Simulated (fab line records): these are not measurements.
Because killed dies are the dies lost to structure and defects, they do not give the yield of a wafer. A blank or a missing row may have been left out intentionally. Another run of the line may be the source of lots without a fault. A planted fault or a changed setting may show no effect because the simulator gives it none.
Code-filled problem report in 8D (eight disciplines) form ; flow nandHarc ; the parts of the form that need people (team, actions taken, sign-off) are left out

## 1. WHAT IS WRONG
Wafers without a fault read 29, standard deviation 11; killedDies at NHARC_END_SORT_01 reads a mean of 600 on 2 wafers belonging to 2 lots. Measured from the usual mean, that is +52 standard deviations.
First seen on wafer L212.4, day 24 18:24, on prober-02. The record holds 5 wafers of 2 lots with a number at this step. The rule behind "out" and "out of limits": a value lying over 4 standard deviations away from the usual mean. Any other wafer with a number is counted as sound.

## 2. WHAT IT IS; WHAT IT IS NOT
question;is;is not
which readings at this step;killedDies, killedAtArray;killedAtOther, killedAtPeriphery, killedOpen, killedShort
which lots;L212, L214;-
which wafers of those lots;L212.4, L214.3;L212.6, L214.1, L214.5
read on which gauges;prober-01, prober-02;-
when;from day 24 18:24;"up to then (0 sound wafers); but 3 sound wafers of L212, L214 came after"

## 3. THE SUSPECTS, EACH WITH WHAT RULES IT OUT
Counting: a tool at a process step up to the reading stays a suspect if it ran every lot that is out. Sound lots after the first of them don't rule it out here, since some wafers of a struck lot are sound.
- the gauge at NHARC_END_SORT_01 has been ruled out. The wafers that are out were read on 2 gauges (prober-01, prober-02).
- pecvd-03 at NHARC_A_SLIT_DEP_23 (deposits SiON, target thk 100 nm): kept. It ran every lot that is out, first L212 (day 17 21:56).
- rieDiel-12 at NHARC_A_BLC_STRIP_29 (strips in CF4): kept. It ran every lot that is out, first L212 (day 20 22:57).
The count leaves rieDiel-12 at NHARC_A_BLC_STRIP_29 and pecvd-03 at NHARC_A_SLIT_DEP_23.

## 4. THE CAUSE (what the simulator had put in)
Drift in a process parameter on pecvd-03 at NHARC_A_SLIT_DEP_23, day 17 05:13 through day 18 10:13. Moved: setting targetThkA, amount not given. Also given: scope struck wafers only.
Counting leaves 2 suspects; this tool is one of them.

## 5. THE CHAIN OF EFFECTS, in route order
One row per reading whose mean, taken over the struck wafers that have a number, lies over 3 standard deviations from the usual. Readings are gone through only where the record gives a usual standard deviation; hours: the median, over the lots, of the time from a lot's start at the first step in this table giving one to that lot's start at this step; sigmas: the change measured in usual standard deviations.
hours;step;reading;usual;on struck wafers;change;sigmas
0;NHARC_END_SORT_01;killedAtArray;26;596;+570;+52
0;NHARC_END_SORT_01;killedDies;29;600;+572;+52

## 6. HOW IT WOULD HAVE BEEN CAUGHT EARLIER
In this record the first reading out of limits at a measuring or inspecting step was taken at day 24 18:24, 181 hours after the fault began at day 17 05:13.
An alarm limit of 4 standard deviations would not have fired on the tool readings at NHARC_A_SLIT_DEP_23 for which the record gives a usual standard deviation, since none of them was out on any struck wafer.
All the lots that are out (2) had begun NHARC_A_SLIT_DEP_23 on pecvd-03 by day 24 18:24. Holding the tool at that point would not have protected any of them.
